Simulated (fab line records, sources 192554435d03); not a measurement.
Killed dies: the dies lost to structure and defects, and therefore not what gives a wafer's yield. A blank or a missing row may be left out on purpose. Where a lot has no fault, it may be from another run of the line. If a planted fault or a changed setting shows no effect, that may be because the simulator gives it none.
Split-lot trial -- flow n5 finfet -- 39 wafers read from 7 lots, route of 1938 steps

## THE SPLIT ITSELF
At N5_DUMMY_GATE_ETCH_32 (etches SiO2 in CF4, target depth 3.5 nm, time 3.9 s), the setting time s was moved away from the recipe's 3.9 s on 15 of the 39 wafers read, by -16.2% to +23.2%. For the rest of the wafers, this setting stayed at what the recipe calls for.

The split's own step is where the reading is taken.

## THE READING
etch.depth nm (the simulator's own value, which no gauge read), in nm, at N5_DUMMY_GATE_ETCH_32 (etches SiO2 in CF4, target depth 3.5 nm, time 3.9 s). No usual value for it is given in the file. Across the 24 wafers here that went through the recipe, the average is 3.437 nm and the standard deviation 0.08 nm.

wafer,"tool, chamber at the split","time s as run, s",against the recipe,"etch.depth nm, nm",against lot-mates on the recipe
L075.1,"rie si-04, 1",3.9,recipe,3.536,-
L075.2,"rie si-04, 2",3.9,recipe,3.426,-
L075.3,"rie si-04, 0",4.356,+11.7%,3.922,+0.508
L075.4,"rie si-04, 3",4.356,+11.7%,3.657,+0.243
L075.5,"rie si-04, 3",3.9,recipe,3.279,-
L075.6,"rie si-04, 0",4.356,+11.7%,3.925,+0.511
L078.1,"rie si-04, 1",3.543,-9.2%,3.193,-0.205
L078.2,"rie si-04, 2",3.9,recipe,3.428,-
L078.3,"rie si-04, 3",3.9,recipe,3.284,-
L078.4,"rie si-04, 0",3.543,-9.2%,3.155,-0.243
L078.5,"rie si-04, 0",3.543,-9.2%,3.166,-0.232
L078.6,"rie si-04, 1",3.9,recipe,3.482,-
L082.2,"rie si-01, 3",3.9,recipe,3.456,-
L082.5,"rie si-01, 2",3.9,recipe,3.55,-
L082.6,"rie si-01, 1",3.9,recipe,3.504,-
L083.1,"rie si-05, 0",3.9,recipe,3.436,-
L083.2,"rie si-05, 2",3.9,recipe,3.416,-
L083.3,"rie si-05, 1",3.9,recipe,3.366,-
L083.4,"rie si-05, 3",3.9,recipe,3.564,-
L083.5,"rie si-05, 1",3.9,recipe,3.351,-
L083.6,"rie si-05, 0",3.9,recipe,3.445,-
L090.1,"rie si-04, 3",3.9,recipe,3.266,-
L090.2,"rie si-04, 1",3.9,recipe,3.503,-
L090.3,"rie si-04, 2",3.9,recipe,3.414,-
L090.4,"rie si-04, 0",3.269,-16.2%,2.919,-0.475
L090.5,"rie si-04, 2",3.269,-16.2%,2.859,-0.535
L090.6,"rie si-04, 3",3.269,-16.2%,2.717,-0.677
L092.1,"rie si-04, 1",3.9,recipe,3.483,-
L092.2,"rie si-04, 2",3.9,recipe,3.42,-
L092.3,"rie si-04, 0",4.332,+11.1%,3.887,+0.424
L092.4,"rie si-04, 2",4.332,+11.1%,3.859,+0.396
L092.5,"rie si-04, 1",4.332,+11.1%,3.902,+0.439
L092.6,"rie si-04, 0",3.9,recipe,3.486,-
L094.1,"rie si-05, 1",4.806,+23.2%,4.073,+0.610
L094.2,"rie si-05, 3",3.9,recipe,3.513,-
L094.3,"rie si-05, 2",4.806,+23.2%,4.167,+0.704
L094.4,"rie si-05, 0",3.9,recipe,3.436,-
L094.5,"rie si-05, 1",4.806,+23.2%,4.121,+0.658
L094.6,"rie si-05, 0",3.9,recipe,3.441,-

FIT RESULTS
A straight line over all 39 wafers: etch.depth nm changes by +0.033 nm for each +1% of time s; r = +0.96; the points scatter about the line by 0.088 nm.
The same after taking each lot's own level away (the mean of its wafers on the recipe; 39 wafers): +0.0314 nm for each +1%; r = +0.96; scatter 0.083 nm.
Per that fit: largest time s move, reading shift of 0.73 nm.
From 3.3943 to 3.5033 nm: that is the span of the lots' own levels, equal to 1.4 times the standard deviation above.
So the lot-to-lot level changes the slope little: the two slopes agree.
Check: with one of the wafers moved furthest among these (+23.2%) left out of the fit, the line predicts +0.758 nm for it against its lot-mates. It came out at +0.61 nm against them.

## OTHER SPLITS APPLIED TO THESE WAFERS
Note: prior to the reading, these wafers also went through further splits. Each is held against what the fit with the lots' levels taken away leaves over:
other split on the same wafers,wafers away from the commonest value,r with etch.depth nm (lot level and that fit taken away)
N5_FIN_SAQP_SPACER1_ALD_24 ald cycles,12,-0.16

## THE FILE'S OWN FIT
etch.depth nm changes by +0.0315 nm for each +1% of time s, r = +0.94.
